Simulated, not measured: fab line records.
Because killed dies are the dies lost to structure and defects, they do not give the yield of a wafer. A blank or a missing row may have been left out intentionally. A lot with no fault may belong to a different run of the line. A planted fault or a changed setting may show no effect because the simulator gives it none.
Chamber matching :: flow n5 finfet :: rie si-01 running N5_BEOL_M0_SAQP_ETCH_102: 4 sister chambers
The step etches SiO2 in CF4, target depth 4 nm, time 4.4 s. 18 wafers are shown with their chamber, then 9 later ones without.

## WAFERS, EACH WITH ITS CHAMBER
wafer: L702.1
chamber: 1
drypump motor current A (A): 5.6
throttle valve pct (%): 21.92
oes product au (a.u.): 0.939

wafer: L702.2
chamber: 0
drypump motor current A (A): 5.3
throttle valve pct (%): 21.68
oes product au (a.u.): 1.003

wafer: L702.3
chamber: 3
drypump motor current A (A): 5.8
throttle valve pct (%): 21.89
oes product au (a.u.): 0.988

wafer: L703.1
chamber: 1
drypump motor current A (A): 5.6
throttle valve pct (%): 21.92
oes product au (a.u.): 0.965

wafer: L703.2
chamber: 0
drypump motor current A (A): 5.3
throttle valve pct (%): 21.66
oes product au (a.u.): 1.003

wafer: L703.4
chamber: 3
drypump motor current A (A): 5.8
throttle valve pct (%): 21.89
oes product au (a.u.): 0.994

wafer: L705.1
chamber: 2
drypump motor current A (A): 6.2
throttle valve pct (%): 21.84
oes product au (a.u.): 1.037

wafer: L705.5
chamber: 0
drypump motor current A (A): 5.3
throttle valve pct (%): 21.68
oes product au (a.u.): 1.005

wafer: L705.6
chamber: 1
drypump motor current A (A): 5.6
throttle valve pct (%): 21.93
oes product au (a.u.): 0.961

wafer: L706.1
chamber: 1
drypump motor current A (A): 5.6
throttle valve pct (%): 21.93
oes product au (a.u.): 0.957

wafer: L706.2
chamber: 0
drypump motor current A (A): 5.3
throttle valve pct (%): 21.67
oes product au (a.u.): 1.015

wafer: L706.3
chamber: 2
drypump motor current A (A): 6.2
throttle valve pct (%): 21.86
oes product au (a.u.): 1.032

wafer: L708.2
chamber: 1
drypump motor current A (A): 5.6
throttle valve pct (%): 21.93
oes product au (a.u.): 0.959

wafer: L708.5
chamber: 0
drypump motor current A (A): 5.3
throttle valve pct (%): 21.68
oes product au (a.u.): 1.010

wafer: L708.6
chamber: 1
drypump motor current A (A): 5.6
throttle valve pct (%): 21.92
oes product au (a.u.): 0.976

wafer: L709.1
chamber: 0
drypump motor current A (A): 5.3
throttle valve pct (%): 21.69
oes product au (a.u.): 1.007

wafer: L709.2
chamber: 1
drypump motor current A (A): 5.7
throttle valve pct (%): 21.92
oes product au (a.u.): 0.976

wafer: L709.6
chamber: 1
drypump motor current A (A): 5.6
throttle valve pct (%): 21.92
oes product au (a.u.): 0.964

SIGNATURES, as means of the wafers listed above
reading: drypump motor current A
chamber 0: 5.300
chamber 1: 5.612
chamber 2: 6.200
chamber 3: 5.800
scatter within a chamber: 0.025

reading: throttle valve pct
chamber 0: 21.6767
chamber 1: 21.9238
chamber 2: 21.8500
chamber 3: 21.8900
scatter within a chamber: 0.00811

reading: oes product au
chamber 0: 1.00717
chamber 1: 0.96213
chamber 2: 1.03450
chamber 3: 0.99100
scatter within a chamber: 0.0089
Rule: a wafer's distance from a chamber is the root of the sum, over the readings, of the square of ((its reading less the chamber's mean) divided by the reading's scatter). The wafer belongs to the nearest chamber; if the next one is less than 2 further off, it can't be placed. The scatter is the square root of a quotient: the sum, over the shown wafers, of each reading's squared deviation from its chamber's mean, divided by wafers minus chambers.

## WAFERS WITHOUT THEIR CHAMBER
wafer: L721.1
drypump motor current A (A): 6.3
throttle valve pct (%): 21.86
oes product au (a.u.): 1.037

wafer: L721.2
drypump motor current A (A): 5.3
throttle valve pct (%): 21.69
oes product au (a.u.): 0.998

wafer: L721.4
drypump motor current A (A): 5.8
throttle valve pct (%): 21.88
oes product au (a.u.): 0.984

wafer: L724.2
drypump motor current A (A): 5.6
throttle valve pct (%): 21.93
oes product au (a.u.): 0.958

wafer: L724.4
drypump motor current A (A): 5.3
throttle valve pct (%): 21.69
oes product au (a.u.): 1.003

wafer: L724.6
drypump motor current A (A): 5.8
throttle valve pct (%): 21.89
oes product au (a.u.): 0.999

wafer: L725.3
drypump motor current A (A): 6.2
throttle valve pct (%): 21.85
oes product au (a.u.): 1.032

wafer: L725.4
drypump motor current A (A): 5.3
throttle valve pct (%): 21.69
oes product au (a.u.): 0.998

wafer: L725.5
drypump motor current A (A): 5.7
throttle valve pct (%): 21.92
oes product au (a.u.): 0.950

## THE CHAMBER EACH PASSED THROUGH
wafer: L721.1
from the rows above: 2
in truth: 2

wafer: L721.2
from the rows above: 0
in truth: 0

wafer: L721.4
from the rows above: 3
in truth: 3

wafer: L724.2
from the rows above: 1
in truth: 1

wafer: L724.4
from the rows above: 0
in truth: 0

wafer: L724.6
from the rows above: 3
in truth: 3

wafer: L725.3
from the rows above: 2
in truth: 2

wafer: L725.4
from the rows above: 0
in truth: 0

wafer: L725.5
from the rows above: 1
in truth: 1
9 of 9 placed correctly. Not placeable from these rows: 0. Wrongly placed: 0.
